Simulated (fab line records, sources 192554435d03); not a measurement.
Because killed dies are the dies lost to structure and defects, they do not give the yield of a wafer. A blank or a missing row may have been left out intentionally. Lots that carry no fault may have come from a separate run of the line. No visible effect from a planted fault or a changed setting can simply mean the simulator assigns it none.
What tool caused it?	flow n5Finfet	66 wafers from 22 lots sampled at 6 of the route's 1938 steps

WHAT EACH GAUGE READ, for each wafer
Not one reading of a measure or inspect step in the record can be checked against a usual standard deviation.

EACH LOT AND THE TOOL THAT RAN IT (in order: tool; ch and the chambers of the sampled wafers; start)
lot	N5_HKMG_FIN_STRIP_89	N5_GATE_CUT_ETCHBACK_00	N5_GATE_CUT_ETCH_56	N5_GATE_CUT_DESCUM_18	N5_GATE_CUT_ETCH_47	N5_GATE_CUT_VAPOR_ETCH_48
L074	rieDiel-05 ch 0,1, day 4 06:40	rieMetal-01 ch 0,1, day 4 09:50	rieMetal-01 ch 0,1, day 4 09:58	rieDiel-03 ch 0,3, day 4 14:02	rieMetal-02 ch 0,1, day 4 14:34	rieMetal-02 ch 0,1, day 4 14:36
L076	rieDiel-02 ch 1,2, day 4 18:06	rieMetal-03 ch 0,1, day 4 21:08	rieMetal-03 ch 0,1, day 4 21:16	rieDiel-04 ch 1,2,3, day 5 01:01	rieMetal-03 ch 0,1, day 5 01:33	rieMetal-03 ch 0,1, day 5 01:35
L077	rieDiel-05 ch 1,2, day 4 23:01	rieMetal-03 ch 0,1, day 5 02:04	rieMetal-03 ch 0,1, day 5 02:11	rieDiel-06 ch 0,1,2, day 5 06:32	rieMetal-02 ch 0,1, day 5 07:05	rieMetal-02 ch 0,1, day 5 07:07
L078	rieDiel-05 ch 0,1,3, day 5 03:53	rieMetal-01 ch 0,1, day 5 06:59	rieMetal-01 ch 0,1, day 5 07:06	rieDiel-06 ch 0,1,2, day 5 10:52	rieMetal-01 ch 0,1, day 5 11:24	rieMetal-01 ch 0,1, day 5 11:26
L079	rieDiel-01 ch 0,1,3, day 5 11:55	rieMetal-02 ch 0,1, day 5 14:58	rieMetal-02 ch 0,1, day 5 15:05	rieDiel-06 ch 0,1,3, day 5 18:45	rieMetal-02 ch 0,1, day 5 19:18	rieMetal-02 ch 0,1, day 5 19:20
L080	rieDiel-01 ch 1,2,3, day 5 20:21	rieMetal-03 ch 0,1, day 5 23:25	rieMetal-03 ch 0,1, day 5 23:32	rieDiel-06 ch 1,2,3, day 6 03:38	rieMetal-03 ch 0,1, day 6 04:11	rieMetal-03 ch 0,1, day 6 04:13
L081	rieDiel-02 ch 0,1, day 5 23:59	rieMetal-01 ch 0,1, day 6 03:02	rieMetal-01 ch 0,1, day 6 03:09	rieDiel-03 ch 0,1,3, day 6 06:49	rieMetal-03 ch 0,1, day 6 07:22	rieMetal-03 ch 0,1, day 6 07:24
L082	rieDiel-05 ch 2,3, day 6 04:35	rieMetal-03 ch 0,1, day 6 07:37	rieMetal-03 ch 0,1, day 6 07:44	rieDiel-06 ch 1,2, day 6 11:40	rieMetal-01 ch 0,1, day 6 12:13	rieMetal-01 ch 0,1, day 6 12:14
L083	rieDiel-05 ch 0,2,3, day 6 12:24	rieMetal-01 ch 0,1, day 6 15:26	rieMetal-01 ch 0,1, day 6 15:34	rieDiel-03 ch 0,1, day 6 19:07	rieMetal-01 ch 0,1, day 6 19:40	rieMetal-01 ch 0,1, day 6 19:41
L084	rieDiel-01 ch 1,2, day 6 18:41	rieMetal-01 ch 0,1, day 6 21:44	rieMetal-01 ch 0,1, day 6 21:52	rieDiel-04 ch 0,3, day 7 02:06	rieMetal-01 ch 0,1, day 7 02:38	rieMetal-01 ch 0,1, day 7 02:40
L085	rieDiel-05 ch 0,3, day 7 01:06	rieMetal-01 ch 0,1, day 7 04:08	rieMetal-01 ch 0,1, day 7 04:15	rieDiel-03 ch 1,3, day 7 08:03	rieMetal-03 ch 0, day 7 08:35	rieMetal-03 ch 0, day 7 08:37
L087	rieDiel-02 ch 2,3, day 7 12:07	rieMetal-02 ch 1, day 7 15:16	rieMetal-02 ch 1, day 7 15:31	rieDiel-03 ch 0,1,3, day 7 19:47	rieMetal-02 ch 1, day 7 20:29	rieMetal-02 ch 1, day 7 20:33
L088	rieDiel-02 ch 0,3, day 7 18:17	rieMetal-02 ch 1, day 7 21:19	rieMetal-02 ch 1, day 7 21:34	rieDiel-04 ch 0,3, day 8 01:16	rieMetal-01 ch 0,1, day 8 01:49	rieMetal-01 ch 0,1, day 8 01:51
L089	rieDiel-05 ch 0,1,3, day 8 00:21	rieMetal-03 ch 0, day 8 03:35	rieMetal-03 ch 0, day 8 03:42	rieDiel-06 ch 0,1, day 8 07:24	rieMetal-02 ch 0,1, day 8 07:56	rieMetal-02 ch 0,1, day 8 07:58
L090	rieDiel-05 ch 0,1,3, day 8 04:52	rieMetal-03 ch 0,1, day 8 08:06	rieMetal-03 ch 0,1, day 8 08:13	rieDiel-03 ch 1,2, day 8 11:50	rieMetal-03 ch 0,1, day 8 12:23	rieMetal-03 ch 0,1, day 8 12:25
L091	rieDiel-02 ch 1,2,3, day 8 13:39	rieMetal-01 ch 0,1, day 8 16:56	rieMetal-01 ch 0,1, day 8 17:03	rieDiel-03 ch 1,2,3, day 8 21:35	rieMetal-03 ch 0,1, day 8 22:08	rieMetal-03 ch 0,1, day 8 22:10
L092	rieDiel-01 ch 0,1,2, day 8 15:59	rieMetal-01 ch 0,1, day 8 19:12	rieMetal-01 ch 0,1, day 8 19:19	rieDiel-06 ch 0,1,3, day 9 00:44	rieMetal-03 ch 0,1, day 9 01:18	rieMetal-03 ch 0,1, day 9 01:20
L093	rieDiel-02 ch 1,2, day 9 00:58	rieMetal-03 ch 0,1, day 9 04:17	rieMetal-03 ch 0,1, day 9 04:24	rieDiel-04 ch 1,2,3, day 9 07:57	rieMetal-02 ch 0, day 9 08:39	rieMetal-02 ch 0, day 9 08:43
L094	rieDiel-01 ch 0,1,3, day 9 03:58	rieMetal-02 ch 0, day 9 07:06	rieMetal-02 ch 0, day 9 07:20	rieDiel-06 ch 0,2,3, day 9 11:11	rieMetal-02 ch 0, day 9 11:53	rieMetal-02 ch 0, day 9 11:57
L095	rieDiel-01 ch 0,1, day 9 08:03	rieMetal-01 ch 0,1, day 9 11:05	rieMetal-01 ch 0,1, day 9 11:12	rieDiel-06 ch 0,1,2, day 9 14:51	rieMetal-01 ch 0, day 9 15:24	rieMetal-01 ch 0, day 9 15:26
L096	rieDiel-02 ch 0,3, day 9 19:39	rieMetal-03 ch 0, day 9 22:46	rieMetal-03 ch 0, day 9 22:53	rieDiel-03 ch 1,2,3, day 10 02:36	rieMetal-03 ch 0,1, day 10 03:09	rieMetal-03 ch 0,1, day 10 03:11
L097	rieDiel-05 ch 1,2,3, day 10 01:08	rieMetal-02 ch 0,1, day 10 04:11	rieMetal-02 ch 0,1, day 10 04:17	rieDiel-04 ch 1,2,3, day 10 07:54	rieMetal-01 ch 0,1, day 10 08:27	rieMetal-01 ch 0,1, day 10 08:29
- N5_HKMG_FIN_STRIP_89: strips SOC in N2/H2, time 20 s.
- N5_GATE_CUT_ETCHBACK_00: etches W in SF6/Cl2.
- N5_GATE_CUT_ETCH_56: etches TiN in Cl2/Ar, target depth 21.6 nm.
- N5_GATE_CUT_DESCUM_18: chemistry O2, time 7 s.
- N5_GATE_CUT_ETCH_47: etches SiO2 in Cl2/BCl3, target depth 10 nm.
- N5_GATE_CUT_VAPOR_ETCH_48: etches TiN in BCl3/Cl2.

WHAT THE TOOLS THEMSELVES READ (means of the sampled wafers that have a number; where no wafer has one, the mark that the record gives instead)
N5_HKMG_FIN_STRIP_89. Usual: biasPowerW is 8.000 W with standard deviation 0.026, drypumpMotorCurrentA is 6.0 A with standard deviation 0.53, oesProductAu is 0.77 a.u. with standard deviation 0.082, rfVppV is 54.2 V with standard deviation 0.91, showerheadPlenumPTorr is 3.39 Torr with standard deviation 0.12, tempC is 40.00 C with standard deviation 0.12, and throttleValvePct is 19.0 % with standard deviation 0.4.
lot	tool	biasPowerW (W)	drypumpMotorCurrentA (A)	oesProductAu (a.u.)	rfVppV (V)	showerheadPlenumPTorr (Torr)	tempC (C)	throttleValvePct (%)	flag
L074	rieDiel-05	7.995	5.9	0.71	54.4	3.41	40.01	19.0	
L076	rieDiel-02	7.998	6.2	0.73	53.8	3.26	40.03	19.3	
L077	rieDiel-05	8.017	6.2	0.73	54.6	3.40	40.05	18.8	
L078	rieDiel-05	7.984	6.1	0.73	54.4	3.33	39.95	18.9	
L079	rieDiel-01	8.018	6.0	0.83	55.0	3.40	39.90	18.9	
L080	rieDiel-01	8.015	5.4	0.82	54.3	3.36	39.96	19.0	
L081	rieDiel-02	7.988	6.4	0.90	55.1	3.54	40.06	18.6	
L082	rieDiel-05	8.009	6.0	0.73	53.4	3.28	39.96	19.2	
L083	rieDiel-05	8.039	5.8	0.72	54.4	3.36	39.98	19.3	
L084	rieDiel-01	8.022	5.8	0.79	55.0	3.43	39.99	19.3	
L085	rieDiel-05	8.045	5.8	0.71	54.2	3.35	39.96	19.3	
L087	rieDiel-02	8.017	5.9	0.89	54.7	3.50	40.13	19.0	
L088	rieDiel-02	8.014	6.2	0.77	54.2	3.49	39.99	18.6	
L089	rieDiel-05	7.993	6.1	0.71	54.7	3.32	40.09	19.0	
L090	rieDiel-05	7.986	6.1	0.71	55.0	3.32	39.99	19.0	
L091	rieDiel-02	7.975	6.1	0.88	53.8	3.51	40.02	19.0	
L092	rieDiel-01	7.986	6.0	0.75	54.3	3.36	39.96	19.1	
L093	rieDiel-02	8.004	6.2	0.87	53.8	3.52	40.06	19.0	
L094	rieDiel-01	8.017	6.0	0.79	53.4	3.38	40.08	18.9	
L095	rieDiel-01	7.997	6.6	0.75	53.6	3.40	40.03	19.0	
L096	rieDiel-02	7.988	6.1	0.84	53.7	3.51	39.92	18.6	
L097	rieDiel-05	7.985	6.1	0.71	53.7	3.33	40.11	19.1	

N5_GATE_CUT_ETCHBACK_00. Usual: drypumpMotorCurrentA 5.6 A, standard deviation 0.41; oesProductAu 0.80 a.u., standard deviation 0.1; throttleValvePct 27.38 %, standard deviation 0.22.
lot	tool	drypumpMotorCurrentA (A)	oesProductAu (a.u.)	throttleValvePct (%)	flag
L074	rieMetal-01	5.9	0.76	27.12	
L076	rieMetal-03	5.6	0.81	27.45	
L077	rieMetal-03	5.6	0.80	27.45	
L078	rieMetal-01	5.9	0.77	27.13	
L079	rieMetal-02	5.4	0.80	27.65	
L080	rieMetal-03	5.3	0.88	27.50	
L081	rieMetal-01	5.8	0.73	27.26	
L082	rieMetal-03	5.6	0.80	27.46	
L083	rieMetal-01	5.9	0.75	27.13	
L084	rieMetal-01	5.9	0.72	27.26	
L085	rieMetal-01	5.9	0.72	27.27	
L087	rieMetal-02	5.5	0.87	27.62	
L088	rieMetal-02	5.5	0.86	27.62	
L089	rieMetal-03	6.0	0.72	27.40	
L090	rieMetal-03	5.6	0.78	27.47	
L091	rieMetal-01	5.9	0.74	27.13	
L092	rieMetal-01	5.8	0.71	27.26	
L093	rieMetal-03	5.3	0.83	27.52	
L094	rieMetal-02	5.2	0.97	27.36	
L095	rieMetal-01	5.9	0.74	27.15	
L096	rieMetal-03	6.0	0.71	27.42	
L097	rieMetal-02	5.4	0.88	27.54	

N5_GATE_CUT_ETCH_56. Usual: drypumpMotorCurrentA 5.6 A, standard deviation 0.41; oesProductAu 0.80 a.u., standard deviation 0.099; throttleValvePct 20.71 %, standard deviation 0.23.
lot	tool	drypumpMotorCurrentA (A)	oesProductAu (a.u.)	throttleValvePct (%)	flag
L074	rieMetal-01	5.9	0.77	20.42	
L076	rieMetal-03	5.6	0.80	20.87	
L077	rieMetal-03	5.6	0.80	20.88	
L078	rieMetal-01	5.9	0.77	20.42	
L079	rieMetal-02	5.4	0.80	20.92	
L080	rieMetal-03	5.3	0.87	20.87	
L081	rieMetal-01	5.8	0.73	20.54	
L082	rieMetal-03	5.6	0.79	20.89	
L083	rieMetal-01	5.9	0.76	20.44	
L084	rieMetal-01	5.9	0.73	20.56	
L085	rieMetal-01	5.8	0.72	20.55	
L087	rieMetal-02	5.5	0.89	20.86	
L088	rieMetal-02	5.5	0.88	20.86	
L089	rieMetal-03	6.0	0.71	20.90	
L090	rieMetal-03	5.6	0.77	20.90	
L091	rieMetal-01	5.9	0.74	20.44	
L092	rieMetal-01	5.9	0.72	20.57	
L093	rieMetal-03	5.3	0.83	20.89	
L094	rieMetal-02	5.2	0.96	20.60	
L095	rieMetal-01	5.9	0.74	20.46	
L096	rieMetal-03	6.0	0.70	20.91	
L097	rieMetal-02	5.4	0.88	20.79	

N5_GATE_CUT_DESCUM_18. Usual: biasPowerW is 19.99 W with standard deviation 0.062, drypumpMotorCurrentA is 5.8 A with standard deviation 0.39, oesProductAu is 0.74 a.u. with standard deviation 0.059, rfVppV is 243.5 V with standard deviation 1.2, showerheadPlenumPTorr is 2.11 Torr with standard deviation 0.06, tempC is 39.98 C with standard deviation 0.12, and throttleValvePct is 20.55 % with standard deviation 0.24.
lot	tool	biasPowerW (W)	drypumpMotorCurrentA (A)	oesProductAu (a.u.)	rfVppV (V)	showerheadPlenumPTorr (Torr)	tempC (C)	throttleValvePct (%)	flag
L074	rieDiel-03	20.04	6.3	0.71	243.7	2.17	40.06	20.53	
L076	rieDiel-04	20.02	6.0	0.74	244.2	2.17	39.88	20.55	
L077	rieDiel-06	19.99	5.4	0.78	243.0	2.08	40.12	20.55	
L078	rieDiel-06	20.00	5.4	0.78	242.9	2.08	39.98	20.56	
L079	rieDiel-06	20.03	5.6	0.73	242.3	2.06	40.03	20.67	
L080	rieDiel-06	19.97	5.6	0.77	242.0	2.05	40.02	20.52	
L081	rieDiel-03	20.02	6.1	0.70	244.8	2.16	39.92	20.56	
L082	rieDiel-06	20.04	5.4	0.79	243.6	2.09	39.96	20.48	
L083	rieDiel-03	19.94	6.0	0.70	243.7	2.16	39.98	20.72	
L084	rieDiel-04	19.98	5.8	0.84	244.0	2.14	40.01	20.25	
L085	rieDiel-03	19.91	5.9	0.70	244.1	2.15	39.91	20.43	
L087	rieDiel-03	19.94	6.1	0.69	244.7	2.16	39.98	20.58	
L088	rieDiel-04	20.00	5.6	0.78	243.9	2.16	40.09	20.49	
L089	rieDiel-06	19.97	5.3	0.74	243.1	2.10	39.95	20.66	
L090	rieDiel-03	19.97	5.7	0.78	242.6	2.08	39.88	20.38	
L091	rieDiel-03	19.97	5.9	0.84	243.6	2.12	39.89	20.26	
L092	rieDiel-06	19.93	5.6	0.72	243.1	2.05	40.03	20.70	
L093	rieDiel-04	20.04	6.0	0.72	243.8	2.16	40.09	20.59	
L094	rieDiel-06	19.96	5.6	0.73	241.9	2.03	39.90	20.64	
L095	rieDiel-06	19.97	5.4	0.75	243.6	2.07	40.01	20.60	
L096	rieDiel-03	20.04	5.9	0.81	243.9	2.11	40.01	20.28	
L097	rieDiel-04	19.99	6.0	0.71	244.6	2.15	40.05	20.61	

N5_GATE_CUT_ETCH_47. Usual: drypumpMotorCurrentA 5.6 A, standard deviation 0.41; oesProductAu 0.80 a.u., standard deviation 0.12; throttleValvePct 22.71 %, standard deviation 0.22.
lot	tool	drypumpMotorCurrentA (A)	oesProductAu (a.u.)	throttleValvePct (%)	flag
L074	rieMetal-02	5.4	0.81	22.89	
L076	rieMetal-03	5.3	0.89	22.83	
L077	rieMetal-02	5.3	0.69	22.96	
L078	rieMetal-01	5.9	0.77	22.39	
L079	rieMetal-02	5.4	0.79	22.89	
L080	rieMetal-03	5.6	0.80	22.81	
L081	rieMetal-03	5.6	0.80	22.80	
L082	rieMetal-01	5.9	0.73	22.51	
L083	rieMetal-01	5.9	0.76	22.39	
L084	rieMetal-01	5.9	0.72	22.50	
L085	rieMetal-03	6.0	0.73	22.80	
L087	rieMetal-02	5.5	0.87	22.83	
L088	rieMetal-01	5.9	0.74	22.41	
L089	rieMetal-02	5.4	0.91	22.77	
L090	rieMetal-03	5.3	0.83	22.85	
L091	rieMetal-03	5.6	0.77	22.83	
L092	rieMetal-03	5.6	0.77	22.84	
L093	rieMetal-02	5.2	0.95	22.67	
L094	rieMetal-02	5.2	0.94	22.68	
L095	rieMetal-01	5.9	0.77	22.29	
L096	rieMetal-03	5.3	0.82	22.85	
L097	rieMetal-01	5.9	0.73	22.42	

N5_GATE_CUT_VAPOR_ETCH_48. Usual: drypumpMotorCurrentA 5.6 A, standard deviation 0.41; oesProductAu 0.79 a.u., standard deviation 0.11.
lot	tool	drypumpMotorCurrentA (A)	oesProductAu (a.u.)	flag
L074	rieMetal-02	5.4	0.80	
L076	rieMetal-03	5.3	0.88	
L077	rieMetal-02	5.3	0.68	
L078	rieMetal-01	5.9	0.76	
L079	rieMetal-02	5.4	0.78	
L080	rieMetal-03	5.6	0.80	
L081	rieMetal-03	5.6	0.81	
L082	rieMetal-01	5.9	0.72	
L083	rieMetal-01	5.9	0.76	
L084	rieMetal-01	5.8	0.73	
L085	rieMetal-03	6.0	0.72	
L087	rieMetal-02	5.5	0.87	
L088	rieMetal-01	5.9	0.75	
L089	rieMetal-02	5.4	0.90	
L090	rieMetal-03	5.3	0.83	
L091	rieMetal-03	5.6	0.77	
L092	rieMetal-03	5.6	0.77	
L093	rieMetal-02	5.2	0.96	
L094	rieMetal-02	5.2	0.94	
L095	rieMetal-01	5.9	0.77	
L096	rieMetal-03	5.3	0.82	
L097	rieMetal-01	5.9	0.74	

THE ANSWER, worked out from the rows above alone
Rule: a lot is off if the mean of its wafers that have a number lies more than 3 standard deviations from the usual mean. A lot without any number at a reading at which 4 lots or more have one is off too. All remaining lots with rows at the step are treated as sound. After the gauges, taken in route order, come the tools' own readings; for these a lot's mean is taken, as printed above. The first step at which some lot is off is used, and at that step the reading that is off furthest; a lot without a number counts as furthest.
None of the lots is off at any reading shown; this tells nothing.

WHAT THE SIMULATOR PUT IN
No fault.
